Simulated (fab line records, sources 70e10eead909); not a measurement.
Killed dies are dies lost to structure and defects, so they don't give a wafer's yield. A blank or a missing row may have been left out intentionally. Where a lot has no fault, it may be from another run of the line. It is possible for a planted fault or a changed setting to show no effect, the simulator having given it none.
Chamber matching | flow nand-harc | 4 sister chambers for NHARC_A_STAIRCASE_ALD_420 on ald-hk-01
The step deposits SiO2, target thk 20 nm, pulse time 6 s, ald cycles 200. 14 wafers are shown with their chamber, then 7 later ones without.

WAFERS, EACH WITH ITS CHAMBER
wafer  | chamber | heater-power-w (W) | precursor-pulse-height-rel
L074.1 | 3       | 496                | 0.986
L074.4 | 2       | 437                | 1.033
L074.6 | 0       | 461                | 1.014
L084.3 | 0       | 451                | 1.007
L084.5 | 1       | 536                | 1.019
L084.6 | 0       | 455                | 1.010
L087.1 | 2       | 431                | 1.005
L087.2 | 3       | 502                | 0.981
L087.4 | 1       | 537                | 1.026
L088.1 | 0       | 453                | 0.991
L088.3 | 3       | 502                | 1.002
L088.4 | 1       | 540                | 0.996
L096.1 | 0       | 450                | 1.000
L096.3 | 1       | 546                | 0.981

SIGNATURES, as means of the wafers listed above
reading                    | chamber 0 | chamber 1 | chamber 2 | chamber 3 | scatter within a chamber
heater-power-w             | 454.00    | 539.75    | 434.00    | 500.00    | 4.23
precursor-pulse-height-rel | 1.00440   | 1.00550   | 1.01900   | 0.98967   | 0.015
Rule: for a wafer and a chamber, the distance is found by dividing, reading by reading, the gap between the wafer's reading and the chamber's mean by the reading's scatter, squaring, summing and taking the root. The wafer belongs to the nearest chamber; if the next one is less than 2 further off, it can't be placed. The scatter: the root of (the sum of the squares of (reading less its chamber's mean) over the shown wafers, divided by (wafers less chambers)).

WAFERS MISSING THEIR CHAMBER
wafer  | heater-power-w (W) | precursor-pulse-height-rel
L096.4 | 510                | 0.983
L093.2 | 435                | 0.986
L093.4 | 515                | 1.029
L093.6 | 441                | 0.995
L097.1 | 531                | 0.934
L097.4 | 456                | 1.023
L097.5 | 510                | 0.985

EACH ONE'S CHAMBER
wafer  | from the rows above     | in truth
L096.4 | 3                       | 3
L093.2 | 2                       | 2
L093.4 | can't be placed: 3 or 1 | 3
L093.6 | can't be placed: 2 or 0 | 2
L097.1 | 1                       | 1
L097.4 | 0                       | 0
L097.5 | 3                       | 3
Correctly placed: 5 of 7. Unplaceable from these rows: 2, with the true chamber sitting among the candidates in 2. Wrongly placed: 0.
